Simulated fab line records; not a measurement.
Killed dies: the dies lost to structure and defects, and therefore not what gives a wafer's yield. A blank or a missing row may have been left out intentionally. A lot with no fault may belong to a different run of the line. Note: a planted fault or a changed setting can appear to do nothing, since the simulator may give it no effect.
3 desks, one fault -- flow n5 finfet -- each desk holds nothing but its own numbers, with what lay behind them at the end

== FROM THE METROLOGY DESK ==
Lot by lot, what the gauges showed, no matter which tool ran the lot: averages of those sampled wafers that carry a number. If a lot's mean is further than 4 standard deviations from the usual mean, the lot is out of limits and carries the mark OUT (the distance appears in the brackets).
Columns: A = M10_THK at N5_BEOL_M10_THK_MEAS_53, usual 139.2 nm; B = M10_RS at N5_BEOL_M10_RS_MEAS_57, usual 0.1531 ohm/sq; C = M11_ILD_THK at N5_BEOL_M11_THK_MEAS_01, usual 268 nm; D = cd nm at N5_BEOL_M11_CD_MEAS_11, usual 64.1 nm; E = M11_OVL at N5_BEOL_M11_OVL_MEAS_12, usual 0.7 nm; F = cd nm at N5_BEOL_M11_CD_MEAS_18, usual 70.1 nm; G = cd nm at N5_BEOL_M11_CD_MEAS_28, usual 70.2 nm
lot,first seen here,A,B,C,D,E,F,G
L962,day 12 15:15,138.7,0.1533,271,63.9,1.7,69.9,69.9
L965,day 13 11:00,140.6,0.1523,269,64.7,0.9,70.6,71.3
L972,day 15 08:31,140.2,0.1526,265,64.3,-0.2,70.3,70.9
L979,day 17 10:46,135.9,0.1561,273,64.3,0.5,70.4,70.8
L976,day 17 20:42,142.3,0.1502,267,64.4,1.1,70.2,69.2
This desk found nothing out of limits on any of the 5 lots.

== THE DEFECT DESK ==
Inspection counts along the route, by lot: the mean over sampled wafers that carry a number. If a lot's mean is further than 4 standard deviations from the usual mean, the lot is out of limits and carries the mark OUT (the distance appears in the brackets).
Columns: A = raw defect count at N5_BEOL_M10_INSPECT_58, usual 72; B = raw defect count at N5_BEOL_M11_INSPECT_13, usual 415
lot,first seen here,A,B
L962,day 12 15:25,42,463
L965,day 13 11:10,76,363
L972,day 15 08:40,70,395
L979,day 17 10:56,68,417
L976,day 17 20:52,121,541
This desk found nothing out of limits on any of the 5 lots.

== THE TOOL OWNER'S DESK: pecvd-03 ==
The tool's own readings at N5_BEOL_M11_PECVD_70 (deposits SiO2 from TEOS/O2, target thk 20 nm, time 22.7 s): means of the sampled wafers that have a number, for each lot that ran on this tool. If a lot's mean is further than 4 standard deviations from the usual mean, the lot is out of limits and carries the mark OUT (the distance appears in the brackets).
Columns: A = heater power outer w at N5_BEOL_M11_PECVD_70, usual 422 W; B = heater power w at N5_BEOL_M11_PECVD_70, usual 711 W; C = showerhead plenum p Torr at N5_BEOL_M11_PECVD_70, usual 8.79 Torr; D = susceptor temp C at N5_BEOL_M11_PECVD_70, usual 400.05 C; E = throttle valve pct at N5_BEOL_M11_PECVD_70, usual 22.5 %
lot,first seen here,A,B,C,D,E
L965,day 13 11:50,500,787,8.79,400.03,21.3
L972,day 15 09:20,509,818,8.79,400.00,23.5
This desk found nothing out of limits on any of the 2 lots.

== TAKEN TOGETHER ==
Nothing out of limits was seen by the metrology desk.
The defect desk saw nothing out of limits.
The tool owner's desk saw nothing out of limits.

== WHAT WAS PUT IN BY THE SIMULATOR ==
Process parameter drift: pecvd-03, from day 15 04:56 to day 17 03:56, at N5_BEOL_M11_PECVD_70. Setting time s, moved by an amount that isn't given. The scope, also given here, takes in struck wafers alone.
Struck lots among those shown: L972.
